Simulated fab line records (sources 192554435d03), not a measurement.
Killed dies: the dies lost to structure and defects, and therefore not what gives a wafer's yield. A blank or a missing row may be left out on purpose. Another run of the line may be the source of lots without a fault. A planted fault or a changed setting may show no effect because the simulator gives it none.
Which tool was responsible? || flow n5-finfet || 8 lots with 24 wafers sampled at 5 steps, on a route of 1938 steps

== WHAT THE GAUGES READ, wafer by wafer ==
N5_BEOL_M4_RC_MEAS_101. Usual: DIBL_N 36.3 mV/V, standard deviation 1.8; DIBL_P 36.5 mV/V, standard deviation 2.1; IOFF_N 0.16 nA/um, standard deviation 0.031; IOFF_P 0.22 nA/um, standard deviation 0.038; ION_N 677 uA/um, standard deviation 12; ION_P 466 uA/um, standard deviation 7.8; SS_N 71.5 mV/dec, standard deviation 0.61; SS_P 73.2 mV/dec, standard deviation 0.7; VT_N 249 mV, standard deviation 3; VT_P -248.9 mV, standard deviation 3.
{"lot": "L925", "measured": "day 8 17:48", "on": "prober-02", "DIBL_N (mV/V)": "32.9 38.3 37.4", "DIBL_P (mV/V)": "32.6 39.2 38.4", "IOFF_N (nA/um)": "0.10 0.17 0.18", "IOFF_P (nA/um)": "0.14 0.22 0.21", "ION_N (uA/um)": "663 668 686", "ION_P (uA/um)": "462 453 469", "SS_N (mV/dec)": "70.6 72.1 71.9", "SS_P (mV/dec)": "72.1 73.9 72.8", "VT_N (mV)": "254 249 249", "VT_P (mV)": "-253.9 -248.2 -249.4", "flag": ""}
{"lot": "L928", "measured": "day 9 15:04", "on": "prober-02", "DIBL_N (mV/V)": "38.6 36.0 37.0", "DIBL_P (mV/V)": "37.6 36.0 36.9", "IOFF_N (nA/um)": "0.19 0.16 0.17", "IOFF_P (nA/um)": "0.25 0.23 0.23", "ION_N (uA/um)": "681 691 694", "ION_P (uA/um)": "468 473 472", "SS_N (mV/dec)": "71.4 71.2 70.9", "SS_P (mV/dec)": "74.4 73.8 73.6", "VT_N (mV)": "248 247 248", "VT_P (mV)": "-248.4 -246.6 -249.9", "flag": ""}
{"lot": "L935", "measured": "day 11 08:43", "on": "prober-02", "DIBL_N (mV/V)": "35.6 35.2 36.9", "DIBL_P (mV/V)": "34.6 34.5 36.5", "IOFF_N (nA/um)": "0.15 0.15 0.18", "IOFF_P (nA/um)": "0.21 0.21 0.25", "ION_N (uA/um)": "664 675 675", "ION_P (uA/um)": "460 466 463", "SS_N (mV/dec)": "70.8 70.6 71.5", "SS_P (mV/dec)": "72.6 73.3 73.8", "VT_N (mV)": "251 250 248", "VT_P (mV)": "-247.7 -248.2 -245.0", "flag": ""}
{"lot": "L936", "measured": "day 11 09:18", "on": "prober-01", "DIBL_N (mV/V)": "37.9 34.4 35.5", "DIBL_P (mV/V)": "38.5 33.2 34.8", "IOFF_N (nA/um)": "0.17 0.11 0.13", "IOFF_P (nA/um)": "0.26 0.18 0.20", "ION_N (uA/um)": "681 655 670", "ION_P (uA/um)": "468 456 465", "SS_N (mV/dec)": "71.8 70.1 70.9", "SS_P (mV/dec)": "73.0 71.7 72.9", "VT_N (mV)": "249 257 253", "VT_P (mV)": "-246.4 -253.3 -249.0", "flag": ""}
{"lot": "L937", "measured": "day 11 23:54", "on": "prober-01", "DIBL_N (mV/V)": "37.1 38.7 38.9", "DIBL_P (mV/V)": "35.6 37.7 38.3", "IOFF_N (nA/um)": "0.15 0.19 0.18", "IOFF_P (nA/um)": "0.21 0.25 0.27", "ION_N (uA/um)": "672 687 679", "ION_P (uA/um)": "465 471 467", "SS_N (mV/dec)": "72.3 72.5 72.9", "SS_P (mV/dec)": "73.7 73.8 73.5", "VT_N (mV)": "253 250 250", "VT_P (mV)": "-248.6 -247.8 -247.4", "flag": ""}
{"lot": "L940", "measured": "day 12 03:20", "on": "prober-01", "DIBL_N (mV/V)": "36.0 35.6 37.9", "DIBL_P (mV/V)": "35.1 34.4 37.3", "IOFF_N (nA/um)": "0.14 0.13 0.18", "IOFF_P (nA/um)": "0.21 0.20 0.24", "ION_N (uA/um)": "665 664 685", "ION_P (uA/um)": "461 459 462", "SS_N (mV/dec)": "70.5 71.0 71.1", "SS_P (mV/dec)": "71.8 72.4 73.0", "VT_N (mV)": "251 253 249", "VT_P (mV)": "-251.0 -252.6 -247.0", "flag": ""}
{"lot": "L947", "measured": "day 14 01:23", "on": "prober-01", "DIBL_N (mV/V)": "34.1 34.1 38.3", "DIBL_P (mV/V)": "35.5 34.8 40.8", "IOFF_N (nA/um)": "0.14 0.14 0.23", "IOFF_P (nA/um)": "0.20 0.19 0.31", "ION_N (uA/um)": "680 661 698", "ION_P (uA/um)": "469 457 477", "SS_N (mV/dec)": "71.8 71.4 71.7", "SS_P (mV/dec)": "72.6 72.4 73.5", "VT_N (mV)": "250 249 245", "VT_P (mV)": "-250.0 -249.1 -246.5", "flag": ""}
{"lot": "L946", "measured": "day 14 04:28", "on": "prober-01", "DIBL_N (mV/V)": "36.1 36.2 36.2", "DIBL_P (mV/V)": "36.8 36.5 37.3", "IOFF_N (nA/um)": "0.17 0.16 0.16", "IOFF_P (nA/um)": "0.23 0.23 0.25", "ION_N (uA/um)": "682 682 683", "ION_P (uA/um)": "469 475 467", "SS_N (mV/dec)": "71.8 71.7 71.4", "SS_P (mV/dec)": "73.2 72.9 73.1", "VT_N (mV)": "248 248 249", "VT_P (mV)": "-249.1 -246.7 -244.5", "flag": ""}

== TOOL THAT RAN EACH LOT (tool first, then ch and the chambers of the sampled wafers, then the start) ==
{"lot": "L925", "N5_BEOL_M4_DESCUM_16": "rie-diel-01 ch 0,1,3, day 8 08:14", "N5_BEOL_M4_ETCH_63": "rie-diel-01 ch 0,1,3, day 8 08:17", "N5_BEOL_M4_HM_OPEN_17": "rie-metal-02 ch 0,1, day 8 08:29", "N5_BEOL_M4_ETCH_70": "rie-diel-02 ch 0,1,3, day 8 13:02"}
{"lot": "L928", "N5_BEOL_M4_DESCUM_16": "rie-diel-05 ch 0,2, day 8 22:34", "N5_BEOL_M4_ETCH_63": "rie-diel-05 ch 0,2, day 8 22:37", "N5_BEOL_M4_HM_OPEN_17": "rie-metal-02 ch 0,1, day 8 22:49", "N5_BEOL_M4_ETCH_70": "rie-diel-02 ch 1,2,3, day 9 10:05"}
{"lot": "L935", "N5_BEOL_M4_DESCUM_16": "rie-diel-05 ch 0,1, day 10 14:13", "N5_BEOL_M4_ETCH_63": "rie-diel-05 ch 0,1, day 10 14:16", "N5_BEOL_M4_HM_OPEN_17": "rie-metal-02 ch 0,1, day 10 14:28", "N5_BEOL_M4_ETCH_70": "rie-diel-02 ch 0,2,3, day 11 04:19"}
{"lot": "L936", "N5_BEOL_M4_DESCUM_16": "rie-diel-05 ch 0,1,2, day 10 22:11", "N5_BEOL_M4_ETCH_63": "rie-diel-05 ch 0,1,2, day 10 22:14", "N5_BEOL_M4_HM_OPEN_17": "rie-metal-01 ch 0,1, day 10 22:29", "N5_BEOL_M4_ETCH_70": "rie-diel-05 ch 0,1,2, day 11 04:22"}
{"lot": "L937", "N5_BEOL_M4_DESCUM_16": "rie-diel-02 ch 0,1, day 11 17:01", "N5_BEOL_M4_ETCH_63": "rie-diel-02 ch 0,1, day 11 17:04", "N5_BEOL_M4_HM_OPEN_17": "rie-metal-02 ch 1, day 11 17:16", "N5_BEOL_M4_ETCH_70": "rie-diel-02 ch 0,1,3, day 11 19:40"}
{"lot": "L940", "N5_BEOL_M4_DESCUM_16": "rie-diel-05 ch 0,1, day 11 17:53", "N5_BEOL_M4_ETCH_63": "rie-diel-05 ch 0,1, day 11 17:56", "N5_BEOL_M4_HM_OPEN_17": "rie-metal-01 ch 0,1, day 11 18:08", "N5_BEOL_M4_ETCH_70": "rie-diel-01 ch 1,2,3, day 11 22:31"}
{"lot": "L947", "N5_BEOL_M4_DESCUM_16": "rie-diel-05 ch 0,2,3, day 13 14:16", "N5_BEOL_M4_ETCH_63": "rie-diel-05 ch 0,2,3, day 13 14:19", "N5_BEOL_M4_HM_OPEN_17": "rie-metal-03 ch 0,1, day 13 14:32", "N5_BEOL_M4_ETCH_70": "rie-diel-05 ch 0,2,3, day 13 19:53"}
{"lot": "L946", "N5_BEOL_M4_DESCUM_16": "rie-diel-02 ch 0,2,3, day 13 16:22", "N5_BEOL_M4_ETCH_63": "rie-diel-02 ch 0,2,3, day 13 16:25", "N5_BEOL_M4_HM_OPEN_17": "rie-metal-02 ch 0, day 13 16:37", "N5_BEOL_M4_ETCH_70": "rie-diel-01 ch 0,1,3, day 13 23:35"}
- N5_BEOL_M4_DESCUM_16: chemistry O2, time 7 s.
- N5_BEOL_M4_ETCH_63: etches SiARC in CF4, target depth 15.6 nm, time 26 s.
- N5_BEOL_M4_HM_OPEN_17: chemistry Cl2/BCl3, target TiN, target depth 20 nm, overetch 6 nm.
- N5_BEOL_M4_ETCH_70: etches SOC in N2/H2, target depth 80 nm, overetch 24 nm, time 130 s.

== AS READ BY THE TOOLS THEMSELVES (means over the sampled wafers that have a number; for cases with no such wafer, the mark the record gives instead) ==
N5_BEOL_M4_DESCUM_16. Usual: drypump-motor-current-A 5.9 A, standard deviation 0.55; oes-product-au 0.78 a.u., standard deviation 0.098; rf-vpp-V 243.6 V, standard deviation 1.5; showerhead-plenum-p-Torr 2.12 Torr, standard deviation 0.082; throttle-valve-pct 20.35 %, standard deviation 0.27.
{"lot": "L925", "tool": "rie-diel-01", "drypump-motor-current-A (A)": 6.0, "oes-product-au (a.u.)": 0.81, "rf-vpp-V (V)": 243.3, "showerhead-plenum-p-Torr (Torr)": 2.10, "throttle-valve-pct (%)": 20.32, "flag": ""}
{"lot": "L928", "tool": "rie-diel-05", "drypump-motor-current-A (A)": 5.6, "oes-product-au (a.u.)": 0.70, "rf-vpp-V (V)": 244.0, "showerhead-plenum-p-Torr (Torr)": 2.17, "throttle-valve-pct (%)": 20.70, "flag": ""}
{"lot": "L935", "tool": "rie-diel-05", "drypump-motor-current-A (A)": 5.9, "oes-product-au (a.u.)": 0.91, "rf-vpp-V (V)": 243.5, "showerhead-plenum-p-Torr (Torr)": 2.12, "throttle-valve-pct (%)": 20.32, "flag": ""}
{"lot": "L936", "tool": "rie-diel-05", "drypump-motor-current-A (A)": 5.9, "oes-product-au (a.u.)": 0.80, "rf-vpp-V (V)": 243.2, "showerhead-plenum-p-Torr (Torr)": 2.12, "throttle-valve-pct (%)": 20.39, "flag": ""}
{"lot": "L937", "tool": "rie-diel-02", "drypump-motor-current-A (A)": 6.3, "oes-product-au (a.u.)": 0.75, "rf-vpp-V (V)": 244.6, "showerhead-plenum-p-Torr (Torr)": 2.16, "throttle-valve-pct (%)": 20.07, "flag": ""}
{"lot": "L940", "tool": "rie-diel-05", "drypump-motor-current-A (A)": 5.9, "oes-product-au (a.u.)": 0.87, "rf-vpp-V (V)": 243.6, "showerhead-plenum-p-Torr (Torr)": 2.12, "throttle-valve-pct (%)": 20.34, "flag": ""}
{"lot": "L947", "tool": "rie-diel-05", "drypump-motor-current-A (A)": 5.8, "oes-product-au (a.u.)": 0.84, "rf-vpp-V (V)": 243.9, "showerhead-plenum-p-Torr (Torr)": 2.18, "throttle-valve-pct (%)": 20.51, "flag": ""}
{"lot": "L946", "tool": "rie-diel-02", "drypump-motor-current-A (A)": 6.0, "oes-product-au (a.u.)": 0.76, "rf-vpp-V (V)": 244.3, "showerhead-plenum-p-Torr (Torr)": 2.15, "throttle-valve-pct (%)": 20.39, "flag": ""}

N5_BEOL_M4_ETCH_63. Usual: for bias-w, 35.99 W with a standard deviation of 0.1; for drypump-motor-current-A, 5.9 A with a standard deviation of 0.55; for etch-rf-on-time-s, 25.9 s with a standard deviation of 0.66; for oes-product-au, 0.67 a.u. with a standard deviation of 0.086; for rf-vpp-V, 184.4 V with a standard deviation of 1.3; for showerhead-plenum-p-Torr, 2.17 Torr with a standard deviation of 0.078; for throttle-valve-pct, 15.56 % with a standard deviation of 0.21.
{"lot": "L925", "tool": "rie-diel-01", "bias-w (W)": 35.87, "drypump-motor-current-A (A)": 6.0, "etch-rf-on-time-s (s)": 25.9, "oes-product-au (a.u.)": 0.69, "rf-vpp-V (V)": 184.7, "showerhead-plenum-p-Torr (Torr)": 2.17, "throttle-valve-pct (%)": 15.55, "flag": ""}
{"lot": "L928", "tool": "rie-diel-05", "bias-w (W)": 35.99, "drypump-motor-current-A (A)": 5.6, "etch-rf-on-time-s (s)": 26.4, "oes-product-au (a.u.)": 0.60, "rf-vpp-V (V)": 184.8, "showerhead-plenum-p-Torr (Torr)": 2.21, "throttle-valve-pct (%)": 15.88, "flag": ""}
{"lot": "L935", "tool": "rie-diel-05", "bias-w (W)": 35.91, "drypump-motor-current-A (A)": 5.9, "etch-rf-on-time-s (s)": 25.8, "oes-product-au (a.u.)": 0.78, "rf-vpp-V (V)": 184.5, "showerhead-plenum-p-Torr (Torr)": 2.17, "throttle-valve-pct (%)": 15.45, "flag": ""}
{"lot": "L936", "tool": "rie-diel-05", "bias-w (W)": 36.02, "drypump-motor-current-A (A)": 5.9, "etch-rf-on-time-s (s)": 26.4, "oes-product-au (a.u.)": 0.67, "rf-vpp-V (V)": 184.6, "showerhead-plenum-p-Torr (Torr)": 2.17, "throttle-valve-pct (%)": 15.59, "flag": ""}
{"lot": "L937", "tool": "rie-diel-02", "bias-w (W)": 36.03, "drypump-motor-current-A (A)": 6.3, "etch-rf-on-time-s (s)": 26.0, "oes-product-au (a.u.)": 0.64, "rf-vpp-V (V)": 184.7, "showerhead-plenum-p-Torr (Torr)": 2.23, "throttle-valve-pct (%)": 15.41, "flag": ""}
{"lot": "L940", "tool": "rie-diel-05", "bias-w (W)": 35.90, "drypump-motor-current-A (A)": 5.9, "etch-rf-on-time-s (s)": 26.1, "oes-product-au (a.u.)": 0.74, "rf-vpp-V (V)": 185.0, "showerhead-plenum-p-Torr (Torr)": 2.17, "throttle-valve-pct (%)": 15.49, "flag": ""}
{"lot": "L947", "tool": "rie-diel-05", "bias-w (W)": 35.98, "drypump-motor-current-A (A)": 5.8, "etch-rf-on-time-s (s)": 26.1, "oes-product-au (a.u.)": 0.72, "rf-vpp-V (V)": 184.3, "showerhead-plenum-p-Torr (Torr)": 2.22, "throttle-valve-pct (%)": 15.58, "flag": ""}
{"lot": "L946", "tool": "rie-diel-02", "bias-w (W)": 36.03, "drypump-motor-current-A (A)": 6.0, "etch-rf-on-time-s (s)": 25.6, "oes-product-au (a.u.)": 0.66, "rf-vpp-V (V)": 184.4, "showerhead-plenum-p-Torr (Torr)": 2.20, "throttle-valve-pct (%)": 15.61, "flag": ""}

N5_BEOL_M4_HM_OPEN_17. Usual: drypump-motor-current-A 5.6 A, standard deviation 0.37; he-backside-leak-sccm 3.5 sccm, standard deviation 0.49; oes_ar_750_au 0.82 a.u., standard deviation 0.09; oes-product-au 0.69 a.u., standard deviation 0.074; throttle-valve-pct 22.03 %, standard deviation 0.19.
{"lot": "L925", "tool": "rie-metal-02", "drypump-motor-current-A (A)": 5.4, "he-backside-leak-sccm (sccm)": 3.2, "oes_ar_750_au (a.u.)": 0.93, "oes-product-au (a.u.)": 0.77, "throttle-valve-pct (%)": 22.12, "flag": ""}
{"lot": "L928", "tool": "rie-metal-02", "drypump-motor-current-A (A)": 5.4, "he-backside-leak-sccm (sccm)": 3.3, "oes_ar_750_au (a.u.)": 0.92, "oes-product-au (a.u.)": 0.76, "throttle-valve-pct (%)": 22.13, "flag": ""}
{"lot": "L935", "tool": "rie-metal-02", "drypump-motor-current-A (A)": 5.4, "he-backside-leak-sccm (sccm)": 3.2, "oes_ar_750_au (a.u.)": 0.89, "oes-product-au (a.u.)": 0.74, "throttle-valve-pct (%)": 22.13, "flag": ""}
{"lot": "L936", "tool": "rie-metal-01", "drypump-motor-current-A (A)": 5.9, "he-backside-leak-sccm (sccm)": 3.4, "oes_ar_750_au (a.u.)": 0.74, "oes-product-au (a.u.)": 0.63, "throttle-valve-pct (%)": 21.77, "flag": ""}
{"lot": "L937", "tool": "rie-metal-02", "drypump-motor-current-A (A)": 5.5, "he-backside-leak-sccm (sccm)": 3.1, "oes_ar_750_au (a.u.)": 0.88, "oes-product-au (a.u.)": 0.71, "throttle-valve-pct (%)": 22.19, "flag": ""}
{"lot": "L940", "tool": "rie-metal-01", "drypump-motor-current-A (A)": 5.9, "he-backside-leak-sccm (sccm)": 3.4, "oes_ar_750_au (a.u.)": 0.73, "oes-product-au (a.u.)": 0.62, "throttle-valve-pct (%)": 21.79, "flag": ""}
{"lot": "L947", "tool": "rie-metal-03", "drypump-motor-current-A (A)": 5.3, "he-backside-leak-sccm (sccm)": 3.4, "oes_ar_750_au (a.u.)": 0.79, "oes-product-au (a.u.)": 0.69, "throttle-valve-pct (%)": 22.23, "flag": ""}
{"lot": "L946", "tool": "rie-metal-02", "drypump-motor-current-A (A)": 5.2, "he-backside-leak-sccm (sccm)": 3.6, "oes_ar_750_au (a.u.)": 0.87, "oes-product-au (a.u.)": 0.74, "throttle-valve-pct (%)": 22.04, "flag": ""}

N5_BEOL_M4_ETCH_70. Usual: bias-w 149.9 W, standard deviation 0.41; drypump-motor-current-A 5.9 A, standard deviation 0.6; oes-product-au 0.58 a.u., standard deviation 0.059; rf-vpp-V 524.8 V, standard deviation 2.9; showerhead-plenum-p-Torr 2.58 Torr, standard deviation 0.098; throttle-valve-pct 17.77 %, standard deviation 0.21.
{"lot": "L925", "tool": "rie-diel-02", "bias-w (W)": 150.0, "drypump-motor-current-A (A)": 6.3, "oes-product-au (a.u.)": 0.62, "rf-vpp-V (V)": 527.8, "showerhead-plenum-p-Torr (Torr)": 2.67, "throttle-valve-pct (%)": 17.54, "flag": ""}
{"lot": "L928", "tool": "rie-diel-02", "bias-w (W)": 149.5, "drypump-motor-current-A (A)": 6.1, "oes-product-au (a.u.)": 0.63, "rf-vpp-V (V)": 526.8, "showerhead-plenum-p-Torr (Torr)": 2.66, "throttle-valve-pct (%)": 17.71, "flag": ""}
{"lot": "L935", "tool": "rie-diel-02", "bias-w (W)": 141.3, "drypump-motor-current-A (A)": 6.0, "oes-product-au (a.u.)": 0.57, "rf-vpp-V (V)": 506.8, "showerhead-plenum-p-Torr (Torr)": 2.62, "throttle-valve-pct (%)": 17.77, "flag": "OFF"}
{"lot": "L936", "tool": "rie-diel-05", "bias-w (W)": 150.0, "drypump-motor-current-A (A)": 5.9, "oes-product-au (a.u.)": 0.58, "rf-vpp-V (V)": 525.3, "showerhead-plenum-p-Torr (Torr)": 2.58, "throttle-valve-pct (%)": 17.79, "flag": ""}
{"lot": "L937", "tool": "rie-diel-02", "bias-w (W)": 140.9, "drypump-motor-current-A (A)": 6.2, "oes-product-au (a.u.)": 0.60, "rf-vpp-V (V)": 507.7, "showerhead-plenum-p-Torr (Torr)": 2.66, "throttle-valve-pct (%)": 17.58, "flag": "OFF"}
{"lot": "L940", "tool": "rie-diel-01", "bias-w (W)": 149.8, "drypump-motor-current-A (A)": 5.4, "oes-product-au (a.u.)": 0.56, "rf-vpp-V (V)": 523.3, "showerhead-plenum-p-Torr (Torr)": 2.52, "throttle-valve-pct (%)": 17.80, "flag": ""}
{"lot": "L947", "tool": "rie-diel-05", "bias-w (W)": 150.1, "drypump-motor-current-A (A)": 5.8, "oes-product-au (a.u.)": 0.62, "rf-vpp-V (V)": 527.0, "showerhead-plenum-p-Torr (Torr)": 2.63, "throttle-valve-pct (%)": 17.79, "flag": ""}
{"lot": "L946", "tool": "rie-diel-01", "bias-w (W)": 149.7, "drypump-motor-current-A (A)": 6.0, "oes-product-au (a.u.)": 0.56, "rf-vpp-V (V)": 523.9, "showerhead-plenum-p-Torr (Torr)": 2.54, "throttle-valve-pct (%)": 17.79, "flag": ""}

== THE ANSWER, worked out from the rows above alone ==
Rule: take the mean of a lot's wafers that have a number; if it is more than 3 standard deviations from the usual mean, the lot is off. Also off: a lot with no number at a reading for which 4 or more lots have one. Where the step has rows for the other lots, those lots are counted as sound. The gauges are gone through in route order, then the tools' own readings, and for those a lot's mean is taken as printed above. At the first step where some lot is off, the reading lying furthest off is the one used; lots without a number count as furthest.
Off, at N5_BEOL_M4_ETCH_70 on bias-w: L935, L937.
A tool fits if, at that step or a process step before it, it ran every lot that is off, and no sound lot after the first of them. One candidate fits, namely rie-diel-02 at N5_BEOL_M4_ETCH_70. A fault onset in the window from L928 (day 9 10:05, its last sound lot) to L935 (day 11 04:19, its first lot off) fits.
The tool's own readings at N5_BEOL_M4_ETCH_70 bear it out: on the lots that are off they differ by more than 5 times the standard deviation of the sound lots' means. bias-w reads 141.1 W there against 149.8 W on the sound lots; rf-vpp-V reads 507.2 V there against 525.7 V on the sound lots.

== WHAT THE SIMULATOR HAD INSERTED ==
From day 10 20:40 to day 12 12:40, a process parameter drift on rie-diel-02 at N5_BEOL_M4_ETCH_70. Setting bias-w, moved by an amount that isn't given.
Lots struck among those shown: L935, L937. Same finding as the rule above.
